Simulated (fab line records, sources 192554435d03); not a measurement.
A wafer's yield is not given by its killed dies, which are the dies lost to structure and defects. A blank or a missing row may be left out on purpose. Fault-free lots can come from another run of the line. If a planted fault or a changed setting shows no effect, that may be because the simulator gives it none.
Matching of chambers | flow n5_finfet | cvd_co-02 running N5_BEOL_M0_CO_CAP_123: 3 sister chambers
The step material Co, precursor CCTBA/H2, target thk 2 nm, time 102.1 s. 3 wafers are shown with their chamber, then 10 later ones without.

## WAFERS, EACH WITH ITS CHAMBER
wafer  | chamber | heater_power_w (W)
L080.2 | 0       | 275
L085.6 | 1       | 257
L084.4 | 2       | 209

## WAFERS WITH NO CHAMBER GIVEN
wafer  | heater_power_w (W)
L084.6 | 256
L088.2 | 254
L088.4 | 265
L088.5 | 252
L094.1 | 277
L094.5 | 255
L094.6 | 215
L095.2 | 258
L095.3 | 214
L095.4 | 213

## EACH ONE'S CHAMBER
wafer  | from the rows above     | in truth
L084.6 | 1                       | 1
L088.2 | 1                       | 1
L088.4 | can't be placed: 1 or 0 | 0
L088.5 | 1                       | 1
L094.1 | 0                       | 0
L094.5 | 1                       | 1
L094.6 | 2                       | 2
L095.2 | 1                       | 1
L095.3 | 2                       | 2
L095.4 | 2                       | 2
Correctly placed: 9 of 10. Not placeable from these rows: 1 (in 1, the candidates include the true chamber). Number placed wrongly: 0.
How it was worked out, from the rows above alone: a wafer's distance from a chamber is the root of the sum, over the readings, of the square of ((its reading less the chamber's mean) divided by the reading's scatter). The wafer belongs to the nearest chamber; if the next one is less than 2 further off, it can't be placed. The mean given for a chamber averages the wafers shown for that chamber. The scatter: with one shown wafer a chamber, the root of the mean of the squares of how far each hidden wafer lies from its nearest shown one.
